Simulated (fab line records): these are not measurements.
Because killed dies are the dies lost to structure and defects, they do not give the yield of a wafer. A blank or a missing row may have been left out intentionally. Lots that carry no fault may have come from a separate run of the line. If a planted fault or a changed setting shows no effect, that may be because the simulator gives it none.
A struck lot beside a sound one :: flow nandHarc :: 15 out of 1302 route steps
Sound: wafers L598.2, L598.5, L598.6. Wafers struck: L597.1, L597.3, L597.6. The cause is named last.
For every step that has rows: the tool of each side, followed by ch and its chambers, followed by its first start. Under that, the readings that differ: sound wafers :: struck wafers :: difference of the means :: sigmas: that difference in standard deviations of wafers without a fault.
alike: a reading whose means differ by less than 2 such deviations, as well as words and numbers matching on both sides. not compared: withheld readings; readings where some wafer has no value; bounds like >300 that might hide an equal value; numbers whose values overlap and for which the record gives no deviation.
The two part at a step that has a row with sigmas, a row that says differs or no value, or rows on one side only. Numbers that don't overlap but have no deviation are shown without sigmas and don't part them. A reading that every wafer of one side lacks parts them only if that side has two wafers or more.

first, 6 steps without rows for these wafers: NHARC_A_CHANNEL_HOLE_D1_COAT_04 (resist thk 90 nm); NHARC_A_CHANNEL_HOLE_D1_SOFTBAKE_05 (time 55 s); NHARC_A_CHANNEL_HOLE_D1_EBR_06; NHARC_A_CHANNEL_HOLE_D1_EXPOSE_07 (exposes mask HOLE D1, target cd 100 nm); NHARC_A_CHANNEL_HOLE_D1_PEB_08 (peb time 65 s); NHARC_A_CHANNEL_HOLE_D1_DEVELOP_09 (develop time 35 s).
NHARC_A_CHANNEL_HOLE_D1_CD_MEAS_10: target cd 100 nm.
  sound on cdSem-01 ch 0, day 12 14:54; struck on cdSem-01 ch 0, day 12 05:45
reading: cdNm (nm)
sound: 99.5 98.8 99.9
struck: 100.7 101.0 100.5
difference: +1.3
sigmas: +2
NHARC_A_CHANNEL_HOLE_D1_OVL_MEAS_11:
  sound on overlay-01, day 12 14:59; struck on overlay-02, day 12 05:50
  alike: overlayXNm, overlayYNm
NHARC_A_CHANNEL_HOLE_D1_INSPECT_12:
  sound on defectInspect-02, day 12 15:01; struck on defectInspect-02, day 12 05:52
  alike: rawDefectCount
NHARC_A_CHANNEL_HOLE_D1_DESCUM_15: chemistry O2, time 3 s.
  sound on rieDiel-07 ch 1,2, day 12 15:05; struck on rieDiel-09 ch 0,1, day 12 05:56
  alike: drypumpMotorCurrentA, oesProductAu, rfVppV, showerheadPlenumPTorr, throttleValvePct
  not compared: rfHoursCounterH
NHARC_A_CHANNEL_HOLE_D1_ETCH_38: etches the open film in CF4, target depth 39 nm, time 65 s.
  sound on rieDiel-07 ch 0,1,2, day 12 15:11; struck on rieDiel-09 ch 1,2, day 12 06:01
  alike: biasW, cf4FlowSccm, drypumpMotorCurrentA, oesProductAu, rfFwdPowerW, rfVppV, showerheadPlenumPTorr, throttleValvePct
  not compared: rfHoursCounterH
NHARC_A_CHANNEL_HOLE_D1_ETCH_39: etches the open film in N2/H2, target depth 260 nm, time 325 s.
  sound on rieDiel-07 ch 2,3; struck on rieDiel-09 ch 2,3
  alike: biasW, chamberPressureMTorr, drypumpMotorCurrentA, oesProductAu, rfFwdPowerW, rfVppV, showerheadPlenumPTorr, throttleValvePct
  not compared: rfHoursCounterH
NHARC_A_CHANNEL_HOLE_D1_ETCH_34: etches the open film in CF4/CHF3, target depth 154 nm, time 77 s.
  sound on rieDiel-07 ch 0,1, day 12 15:31; struck on rieDiel-09 ch 1,2,3, day 12 06:25
  no value came back on the struck wafers for any of 8 readings (biasW (W), cf4FlowSccm (sccm) and others); on the sound wafers biasW (W) reads 201.0 200.6 200.5
  not compared: rfHoursCounterH
NHARC_A_CHANNEL_HOLE_D1_ETCH_16: etches the open film in O2/COS, target depth 3100 nm, time 806 s.
  sound on rieDiel-07 ch 0,1; struck on rieDiel-09 ch 1,2,3
reading: drypumpMotorCurrentA (A)
sound: 6.4 6.2 6.4
struck: 5.6 5.5 4.8
difference: -1.0
sigmas: -2
  alike: biasW, chamberPressureMTorr, oesProductAu, rfFwdPowerW, rfVppV, showerheadPlenumPTorr, throttleValvePct
  not compared: rfHoursCounterH
-- the record jumps here: 17 days lie between the struck wafers' starts before and after (it left off in module A_CHANNEL_HOLE_D1 and takes up again in module END, whose first step shown is number 1302 of the route) --
NHARC_END_SORT_01:
  only the struck wafers appear in the record here, on prober-01 ch 0 at day 28 19:02; the sound ones have no rows

WHERE THEY PART
Earliest at NHARC_A_CHANNEL_HOLE_D1_CD_MEAS_10; latest, in this record, at NHARC_END_SORT_01.

WHY: what had been put in by the simulator
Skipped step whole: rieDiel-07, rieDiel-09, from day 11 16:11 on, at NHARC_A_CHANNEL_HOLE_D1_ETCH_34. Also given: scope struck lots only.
